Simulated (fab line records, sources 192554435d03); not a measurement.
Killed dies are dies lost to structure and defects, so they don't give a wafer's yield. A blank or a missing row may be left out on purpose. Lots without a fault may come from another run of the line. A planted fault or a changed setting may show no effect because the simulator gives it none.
One fault seen from 2 desks | flow n5_finfet | each desk has only its own numbers; what lay behind them comes last

THE TOOL OWNER'S DESK: litho_track-05
The tool's own readings at N5_BEOL_M2_COAT_62 (time 60 s, resist thk 12 nm): means of the sampled wafers that have a number, for each lot that ran on this tool. A lot is out of limits, marked OUT, if its mean lies more than 4 standard deviations from the usual mean; the brackets give that distance.
Columns: A = dispense_pressure_kPa at N5_BEOL_M2_COAT_62, usual 51.2 kPa; B = spin_speed_rpm at N5_BEOL_M2_COAT_62, usual 1499.8 rpm
lot  | first seen here | A    | B
L196 | day 7 13:20     | 54.7 | 1500.0
L200 | day 8 02:08     | 54.7 | 1499.6
L203 | day 9 03:48     | 54.7 | 1603.2 (+86) OUT
L204 | day 9 11:52     | 54.7 | 1603.5 (+86) OUT
This desk's finding: out of limits on L203, L204; first on L203, day 9 03:48 (spin_speed_rpm at N5_BEOL_M2_COAT_62). In limits: L196, L200.

THE METROLOGY DESK
What the gauges read, lot by lot, whatever tool the lot ran on: means of the sampled wafers that have a number. A lot is out of limits, marked OUT, if its mean lies more than 4 standard deviations from the usual mean; the brackets give that distance. Of its 11 readings 7 are shown: those that lie furthest out on some lot.
Columns: A = M1_RS at N5_BEOL_M1_RS_MEAS_58, usual 0.66 ohm/sq; B = IOFF_N at N5_BEOL_M4_RC_MEAS_101, usual 0.18 nA/um; C = IOFF_P at N5_BEOL_M4_RC_MEAS_101, usual 0.25 nA/um; D = SS_N at N5_BEOL_M4_RC_MEAS_101, usual 71.8 mV/dec; E = SS_P at N5_BEOL_M4_RC_MEAS_101, usual 73.6 mV/dec; F = VT_N at N5_BEOL_M4_RC_MEAS_101, usual 248 mV; G = VT_P at N5_BEOL_M4_RC_MEAS_101, usual -248 mV
lot  | first seen here | A    | B    | C    | D    | E    | F   | G
L193 | day 6 08:41     | 0.65 | 0.22 | 0.30 | 71.8 | 73.6 | 245 | -244
L194 | day 7 00:52     | 0.63 | 0.16 | 0.26 | 71.8 | 73.8 | 248 | -246
L196 | day 7 12:37     | 0.64 | 0.13 | 0.19 | 71.5 | 72.1 | 253 | -251
L200 | day 8 01:05     | 0.71 | 0.18 | 0.25 | 71.6 | 73.3 | 245 | -247
L203 | day 9 03:27     | 0.67 | 0.16 | 0.22 | 71.9 | 72.9 | 250 | -250
L204 | day 9 11:27     | 0.65 | 0.21 | 0.24 | 72.1 | 73.8 | 245 | -250
L211 | day 10 23:05    | 0.70 | 0.18 | 0.22 | 71.9 | 73.4 | 247 | -251
L212 | day 11 03:49    | 0.67 | 0.19 | 0.25 | 72.3 | 73.7 | 250 | -249
L213 | day 11 05:52    | 0.67 | 0.18 | 0.26 | 71.8 | 73.3 | 249 | -245
L214 | day 11 14:30    | 0.67 | 0.20 | 0.26 | 72.6 | 73.9 | 247 | -250
This desk's finding: nothing out of limits on any of the 10 lots.

PUT TOGETHER
The tool owner's desk could have raised an alarm at day 9 03:48, on L203, L204.
The metrology desk saw nothing out of limits.
The metrology desk has L203, L204 on record, within its limits.
Of the lots named, all ran N5_BEOL_M2_COAT_62 on litho_track-05.

WHAT THE SIMULATOR HAD PUT IN
Process parameter drift: litho_track-05, from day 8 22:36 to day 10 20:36, at N5_BEOL_M2_COAT_62. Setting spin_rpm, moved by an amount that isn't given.
Lots struck among those shown: L203, L204.
Hours from the fault's start to each desk's first reading out of limits: the tool owner's desk, 5.
